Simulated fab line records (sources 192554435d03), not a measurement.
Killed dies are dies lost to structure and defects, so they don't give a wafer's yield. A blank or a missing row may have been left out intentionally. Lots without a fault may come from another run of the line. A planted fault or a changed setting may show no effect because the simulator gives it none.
Which of the tools did it? :: flow n5Finfet :: 72 wafers from 24 lots sampled at 5 of the route's 1938 steps

== WHAT EACH GAUGE READ, for each wafer ==
N5_BEOL_M7_RS_MEAS_57: measurement is done with a four-point probe.
lot: L075
measured: day 8 21:59
on: filmMetro-02
M7_RS (ohm/sq): 0.292 0.298 0.277

lot: L074
measured: day 9 00:05
on: filmMetro-01
M7_RS (ohm/sq): 0.294 0.299 0.293

lot: L076
measured: day 9 15:12
on: filmMetro-01
M7_RS (ohm/sq): 0.302 0.297 0.294

lot: L077
measured: day 9 19:18
on: filmMetro-02
M7_RS (ohm/sq): 0.294 0.297 0.289

lot: L078
measured: day 10 04:13
on: filmMetro-02
M7_RS (ohm/sq): 0.303 0.301 0.305

lot: L080
measured: day 10 11:10
on: filmMetro-01
M7_RS (ohm/sq): 0.271 0.305 0.286

lot: L079
measured: day 10 12:38
on: filmMetro-01
M7_RS (ohm/sq): 0.299 0.291 0.278

lot: L081
measured: day 10 17:15
on: filmMetro-02
M7_RS (ohm/sq): 0.292 0.281 0.297

lot: L082
measured: day 10 18:32
on: filmMetro-02
M7_RS (ohm/sq): 0.297 0.290 0.276

lot: L083
measured: day 11 12:07
on: filmMetro-02
M7_RS (ohm/sq): 0.293 0.301 0.309

lot: L084
measured: day 11 18:16
on: filmMetro-02
M7_RS (ohm/sq): 0.299 0.281 0.275

lot: L086
measured: day 11 19:05
on: filmMetro-02
M7_RS (ohm/sq): 0.290 0.285 0.282

lot: L085
measured: day 11 22:11
on: filmMetro-02
M7_RS (ohm/sq): 0.281 0.305 0.305

lot: L087
measured: day 12 10:41
on: filmMetro-01
M7_RS (ohm/sq): 0.274 0.287 0.309

lot: L090
measured: day 13 00:42
on: filmMetro-02
M7_RS (ohm/sq): 0.300 0.299 0.294

lot: L088
measured: day 13 00:53
on: filmMetro-01
M7_RS (ohm/sq): 0.291 0.282 0.278

lot: L089
measured: day 13 01:40
on: filmMetro-02
M7_RS (ohm/sq): 0.299 0.296 0.297

lot: L091
measured: day 13 14:53
on: filmMetro-01
M7_RS (ohm/sq): 0.277 0.281 0.289

lot: L092
measured: day 13 18:20
on: filmMetro-02
M7_RS (ohm/sq): 0.299 0.285 0.294

lot: L093
measured: day 13 20:24
on: filmMetro-01
M7_RS (ohm/sq): 0.299 0.291 0.293

lot: L094
measured: day 14 01:40
on: filmMetro-01
M7_RS (ohm/sq): 0.296 0.293 0.295

lot: L095
measured: day 14 06:35
on: filmMetro-01
M7_RS (ohm/sq): 0.293 0.279 0.267

lot: L096
measured: day 14 15:37
on: filmMetro-01
M7_RS (ohm/sq): 0.292 0.294 0.282

lot: L097
measured: day 14 19:14
on: filmMetro-01
M7_RS (ohm/sq): 0.292 0.295 0.284

N5_BEOL_M8_INSPECT_30: inspects for defects (brightfield).
lot: L075
measured: day 9 02:38
on: defectInspect-02
rawDefectCount: 653 438 411

lot: L074
measured: day 9 02:40
on: defectInspect-02
rawDefectCount: 331 317 392

lot: L076
measured: day 9 18:44
on: defectInspect-02
rawDefectCount: 419 521 570

lot: L077
measured: day 10 01:32
on: defectInspect-01
rawDefectCount: 403 491 580

lot: L078
measured: day 10 07:08
on: defectInspect-02
rawDefectCount: 375 405 309

lot: L080
measured: day 10 15:58
on: defectInspect-01
rawDefectCount: 443 387 425

lot: L079
measured: day 10 16:01
on: defectInspect-01
rawDefectCount: 546 535 402

lot: L081
measured: day 10 23:20
on: defectInspect-02
rawDefectCount: 290 371 337

lot: L082
measured: day 10 23:05
on: defectInspect-02
rawDefectCount: 452 458 348

lot: L083
measured: day 11 15:55
on: defectInspect-02
rawDefectCount: 511 429 433

lot: L084
measured: day 11 22:53
on: defectInspect-02
rawDefectCount: 382 366 294

lot: L086
measured: day 11 22:55
on: defectInspect-02
rawDefectCount: 374 353 389

lot: L085
measured: day 12 04:31
on: defectInspect-02
rawDefectCount: 297 434 358

lot: L087
measured: day 12 13:43
on: defectInspect-01
rawDefectCount: 440 504 505

lot: L090
measured: day 13 03:13
on: defectInspect-02
rawDefectCount: 367 427 337

lot: L088
measured: day 13 03:17
on: defectInspect-02
rawDefectCount: 431 496 643

lot: L089
measured: day 13 05:47
on: defectInspect-01
rawDefectCount: 446 910 439

lot: L091
measured: day 13 18:28
on: defectInspect-01
rawDefectCount: 304 556 401

lot: L092
measured: day 13 22:33
on: defectInspect-01
rawDefectCount: 435 450 454

lot: L093
measured: day 14 01:50
on: defectInspect-02
rawDefectCount: 381 325 335

lot: L094
measured: day 14 08:25
on: defectInspect-01
rawDefectCount: 389 415 533

lot: L095
measured: day 14 12:02
on: defectInspect-02
rawDefectCount: 450 384 346

lot: L096
measured: day 14 20:39
on: defectInspect-01
rawDefectCount: 378 376 315

lot: L097
measured: day 14 22:50
on: defectInspect-01
rawDefectCount: 371 608 576

N5_BEOL_M9_INSPECT_13: inspects for defects (brightfield).
lot: L075
measured: day 9 09:33
on: defectInspect-02
rawDefectCount: 600 523 395

lot: L074
measured: day 9 09:48
on: defectInspect-01
rawDefectCount: 564 349 395

lot: L076
measured: day 10 02:40
on: defectInspect-01
rawDefectCount: 559 486 402

lot: L077
measured: day 10 08:07
on: defectInspect-01
rawDefectCount: 396 423 605

lot: L078
measured: day 10 13:40
on: defectInspect-02
rawDefectCount: 325 326 330

lot: L080
measured: day 10 20:50
on: defectInspect-01
rawDefectCount: 634 453 396

lot: L079
measured: day 11 00:12
on: defectInspect-02
rawDefectCount: 543 571 474

lot: L081
measured: day 11 05:57
on: defectInspect-02
rawDefectCount: 390 455 542

lot: L082
measured: day 11 04:10
on: defectInspect-01
rawDefectCount: 452 381 407

lot: L083
measured: day 11 20:48
on: defectInspect-02
rawDefectCount: 454 300 360

lot: L084
measured: day 12 06:10
on: defectInspect-01
rawDefectCount: 380 341 408

lot: L086
measured: day 12 06:20
on: defectInspect-01
rawDefectCount: 424 484 430

lot: L085
measured: day 12 09:48
on: defectInspect-02
rawDefectCount: 403 596 392

lot: L087
measured: day 12 19:09
on: defectInspect-01
rawDefectCount: 499 397 498

lot: L090
measured: day 13 07:49
on: defectInspect-01
rawDefectCount: 353 382 559

lot: L088
measured: day 13 08:45
on: defectInspect-01
rawDefectCount: 424 395 518

lot: L089
measured: day 13 12:15
on: defectInspect-01
rawDefectCount: 538 445 504

lot: L091
measured: day 14 00:16
on: defectInspect-01
rawDefectCount: 371 277 305

lot: L092
measured: day 14 04:50
on: defectInspect-02
rawDefectCount: 460 533 435

lot: L093
measured: day 14 09:28
on: defectInspect-01
rawDefectCount: 368 328 494

lot: L094
measured: day 14 13:43
on: defectInspect-02
rawDefectCount: 365 412 349

lot: L095
measured: day 14 18:27
on: defectInspect-01
rawDefectCount: 462 533 381

lot: L096
measured: day 15 03:08
on: defectInspect-01
rawDefectCount: 508 582 399

lot: L097
measured: day 15 04:32
on: defectInspect-02
rawDefectCount: 493 415 367

== EACH LOT AND THE TOOL THAT RAN IT (in order: tool; ch and the chambers of the sampled wafers; start) ==
lot: L075
N5_BEOL_M8_DEGAS_44: pvdSputter-01, day 9 03:38
N5_BEOL_M8_PRE_CLEAN_45: pvdSputter-01, day 9 03:41

lot: L074
N5_BEOL_M8_DEGAS_44: pvdSputter-01, day 9 04:10
N5_BEOL_M8_PRE_CLEAN_45: pvdSputter-01, day 9 04:12

lot: L076
N5_BEOL_M8_DEGAS_44: pvdSputter-01, day 9 20:59
N5_BEOL_M8_PRE_CLEAN_45: pvdSputter-01, day 9 21:02

lot: L077
N5_BEOL_M8_DEGAS_44: pvdSputter-02, day 10 02:35
N5_BEOL_M8_PRE_CLEAN_45: pvdSputter-02, day 10 02:37

lot: L078
N5_BEOL_M8_DEGAS_44: pvdSputter-01, day 10 08:22
N5_BEOL_M8_PRE_CLEAN_45: pvdSputter-01, day 10 08:25

lot: L080
N5_BEOL_M8_DEGAS_44: pvdSputter-03, day 10 17:10
N5_BEOL_M8_PRE_CLEAN_45: pvdSputter-03, day 10 17:13

lot: L079
N5_BEOL_M8_DEGAS_44: pvdSputter-02, day 10 19:50
N5_BEOL_M8_PRE_CLEAN_45: pvdSputter-02, day 10 19:53

lot: L081
N5_BEOL_M8_DEGAS_44: pvdSputter-03, day 11 00:31
N5_BEOL_M8_PRE_CLEAN_45: pvdSputter-03, day 11 00:34

lot: L082
N5_BEOL_M8_DEGAS_44: pvdSputter-01, day 11 00:04
N5_BEOL_M8_PRE_CLEAN_45: pvdSputter-01, day 11 00:07

lot: L083
N5_BEOL_M8_DEGAS_44: pvdSputter-03, day 11 16:56
N5_BEOL_M8_PRE_CLEAN_45: pvdSputter-03, day 11 16:58

lot: L084
N5_BEOL_M8_DEGAS_44: pvdSputter-02, day 11 23:52
N5_BEOL_M8_PRE_CLEAN_45: pvdSputter-02, day 11 23:54

lot: L086
N5_BEOL_M8_DEGAS_44: pvdSputter-01, day 12 00:00
N5_BEOL_M8_PRE_CLEAN_45: pvdSputter-01, day 12 00:02

lot: L085
N5_BEOL_M8_DEGAS_44: pvdSputter-01, day 12 05:49
N5_BEOL_M8_PRE_CLEAN_45: pvdSputter-01, day 12 05:52

lot: L087
N5_BEOL_M8_DEGAS_44: pvdSputter-01, day 12 14:48
N5_BEOL_M8_PRE_CLEAN_45: pvdSputter-01, day 12 14:50

lot: L090
N5_BEOL_M8_DEGAS_44: pvdSputter-02, day 13 04:20
N5_BEOL_M8_PRE_CLEAN_45: pvdSputter-02, day 13 04:23

lot: L088
N5_BEOL_M8_DEGAS_44: pvdSputter-01, day 13 04:29
N5_BEOL_M8_PRE_CLEAN_45: pvdSputter-01, day 13 04:32

lot: L089
N5_BEOL_M8_DEGAS_44: pvdSputter-03, day 13 07:11
N5_BEOL_M8_PRE_CLEAN_45: pvdSputter-03, day 13 07:13

lot: L091
N5_BEOL_M8_DEGAS_44: pvdSputter-03, day 13 19:44
N5_BEOL_M8_PRE_CLEAN_45: pvdSputter-03, day 13 19:47

lot: L092
N5_BEOL_M8_DEGAS_44: pvdSputter-01, day 13 23:52
N5_BEOL_M8_PRE_CLEAN_45: pvdSputter-01, day 13 23:55

lot: L093
N5_BEOL_M8_DEGAS_44: pvdSputter-01, day 14 03:59
N5_BEOL_M8_PRE_CLEAN_45: pvdSputter-01, day 14 04:02

lot: L094
N5_BEOL_M8_DEGAS_44: pvdSputter-03, day 14 09:41
N5_BEOL_M8_PRE_CLEAN_45: pvdSputter-03, day 14 09:43

lot: L095
N5_BEOL_M8_DEGAS_44: pvdSputter-02, day 14 14:22
N5_BEOL_M8_PRE_CLEAN_45: pvdSputter-02, day 14 14:25

lot: L096
N5_BEOL_M8_DEGAS_44: pvdSputter-01, day 14 22:07
N5_BEOL_M8_PRE_CLEAN_45: pvdSputter-01, day 14 22:10

lot: L097
N5_BEOL_M8_DEGAS_44: pvdSputter-01, day 14 23:50
N5_BEOL_M8_PRE_CLEAN_45: pvdSputter-01, day 15 01:07
- N5_BEOL_M8_DEGAS_44: time 60 s.
- N5_BEOL_M8_PRE_CLEAN_45: time 30 s.

== AS READ BY THE TOOLS THEMSELVES (means over the sampled wafers that have a number; for cases with no such wafer, the mark the record gives instead) ==
N5_BEOL_M8_DEGAS_44.
lot: L075
tool: pvdSputter-01
heaterPowerW (W): 317

lot: L074
tool: pvdSputter-01
heaterPowerW (W): 326

lot: L076
tool: pvdSputter-01
heaterPowerW (W): 319

lot: L077
tool: pvdSputter-02
heaterPowerW (W): 310

lot: L078
tool: pvdSputter-01
heaterPowerW (W): 324

lot: L080
tool: pvdSputter-03
heaterPowerW (W): 318

lot: L079
tool: pvdSputter-02
heaterPowerW (W): 289

lot: L081
tool: pvdSputter-03
heaterPowerW (W): 332

lot: L082
tool: pvdSputter-01
heaterPowerW (W): 325

lot: L083
tool: pvdSputter-03
heaterPowerW (W): 327

lot: L084
tool: pvdSputter-02
heaterPowerW (W): 321

lot: L086
tool: pvdSputter-01
heaterPowerW (W): 330

lot: L085
tool: pvdSputter-01
heaterPowerW (W): 327

lot: L087
tool: pvdSputter-01
heaterPowerW (W): 326

lot: L090
tool: pvdSputter-02
heaterPowerW (W): 297

lot: L088
tool: pvdSputter-01
heaterPowerW (W): 323

lot: L089
tool: pvdSputter-03
heaterPowerW (W): 349

lot: L091
tool: pvdSputter-03
heaterPowerW (W): 359

lot: L092
tool: pvdSputter-01
heaterPowerW (W): 318

lot: L093
tool: pvdSputter-01
heaterPowerW (W): 315

lot: L094
tool: pvdSputter-03
heaterPowerW (W): 348

lot: L095
tool: pvdSputter-02
heaterPowerW (W): 299

lot: L096
tool: pvdSputter-01
heaterPowerW (W): 313

lot: L097
tool: pvdSputter-01
heaterPowerW (W): 317

N5_BEOL_M8_PRE_CLEAN_45.
lot: L075
tool: pvdSputter-01
heaterPowerW (W): 316

lot: L074
tool: pvdSputter-01
heaterPowerW (W): 326

lot: L076
tool: pvdSputter-01
heaterPowerW (W): 324

lot: L077
tool: pvdSputter-02
heaterPowerW (W): 312

lot: L078
tool: pvdSputter-01
heaterPowerW (W): 319

lot: L080
tool: pvdSputter-03
heaterPowerW (W): 322

lot: L079
tool: pvdSputter-02
heaterPowerW (W): 289

lot: L081
tool: pvdSputter-03
heaterPowerW (W): 332

lot: L082
tool: pvdSputter-01
heaterPowerW (W): 322

lot: L083
tool: pvdSputter-03
heaterPowerW (W): 326

lot: L084
tool: pvdSputter-02
heaterPowerW (W): 321

lot: L086
tool: pvdSputter-01
heaterPowerW (W): 326

lot: L085
tool: pvdSputter-01
heaterPowerW (W): 327

lot: L087
tool: pvdSputter-01
heaterPowerW (W): 330

lot: L090
tool: pvdSputter-02
heaterPowerW (W): 300

lot: L088
tool: pvdSputter-01
heaterPowerW (W): 327

lot: L089
tool: pvdSputter-03
heaterPowerW (W): 353

lot: L091
tool: pvdSputter-03
heaterPowerW (W): 363

lot: L092
tool: pvdSputter-01
heaterPowerW (W): 318

lot: L093
tool: pvdSputter-01
heaterPowerW (W): 320

lot: L094
tool: pvdSputter-03
heaterPowerW (W): 343

lot: L095
tool: pvdSputter-02
heaterPowerW (W): 301

lot: L096
tool: pvdSputter-01
heaterPowerW (W): 312

lot: L097
tool: pvdSputter-01
heaterPowerW (W): 318

== THE ANSWER, worked out from the rows above alone ==
Rule: what is usual is taken from the lots themselves. The widest of any qualifying gaps counts: lots, ordered by their means at a reading, are off when they make up no more than a third of the lots, leave a main group of 4 or more, and stand apart from it by 3 or more times the standard deviation of that group's means. If all means in a main group match to the digits the tables above print for the reading, that group is not used. Also off: a lot with no number at a reading for which 4 or more lots have one. The other lots that the step has rows for count as sound. The gauges are gone through in route order, then the tools' own readings, and for those a lot's mean is taken as printed above. At the first step where some lot is off, the reading lying furthest off is the one used; lots without a number count as furthest.
None of the lots is off at any reading shown; this tells nothing.

== WHAT THE SIMULATOR HAD INSERTED ==
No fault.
